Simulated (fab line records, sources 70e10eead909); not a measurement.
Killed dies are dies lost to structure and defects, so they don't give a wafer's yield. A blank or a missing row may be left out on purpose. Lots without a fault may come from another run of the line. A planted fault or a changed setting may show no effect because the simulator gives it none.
Chamber matching | flow nand_harc | NHARC_A_CHANNEL_HOLE_D1_DESCUM_15 on rie_diel-02: 4 sister chambers
The step chemistry O2, time 3 s. 8 wafers are shown with their chamber, then 10 later ones without.

WAFERS WITH THEIR CHAMBER
wafer  | chamber | showerhead_plenum_p_Torr (Torr) | drypump_motor_current_A (A)
L329.3 | 2       | 1.84                            | 5.5
L329.6 | 2       | 1.84                            | 5.5
L332.5 | 0       | 1.79                            | 6.2
L337.1 | 3       | 2.04                            | 5.4
L337.4 | 0       | 1.79                            | 6.1
L337.5 | 1       | 1.97                            | 5.5
L338.3 | 3       | 2.03                            | 5.4
L338.5 | 1       | 1.97                            | 5.5

WAFERS WITHOUT THEIR CHAMBER
wafer  | showerhead_plenum_p_Torr (Torr) | drypump_motor_current_A (A)
L338.6 | 1.79                            | 6.2
L340.1 | 2.03                            | 5.4
L340.5 | 1.97                            | 5.5
L340.6 | 1.79                            | 6.1
L344.1 | 2.03                            | 5.4
L344.3 | 1.97                            | 5.6
L344.4 | 1.84                            | 5.6
L346.1 | 1.97                            | 5.5
L346.2 | 1.84                            | 5.5
L346.5 | 1.79                            | 6.1

WHICH CHAMBER EACH WENT THROUGH
wafer  | from the rows above | in truth
L338.6 | 0                   | 0
L340.1 | 3                   | 3
L340.5 | 1                   | 1
L340.6 | 0                   | 0
L344.1 | 3                   | 3
L344.3 | 1                   | 1
L344.4 | 2                   | 2
L346.1 | 1                   | 1
L346.2 | 2                   | 2
L346.5 | 0                   | 0
Placed correctly: 10 of 10. Can't be placed from these rows: 0. Placed wrongly: 0.
How it was worked out, from the rows above alone: a wafer's distance from a chamber is the root of the sum, over the readings, of the square of ((its reading less the chamber's mean) divided by the reading's scatter). The wafer belongs to the nearest chamber; if the next one is less than 2 further off, it can't be placed. A chamber's mean is the mean of its shown wafers. The scatter: the root of (the sum of the squares of (reading less its chamber's mean) over the shown wafers, divided by (wafers less chambers)).
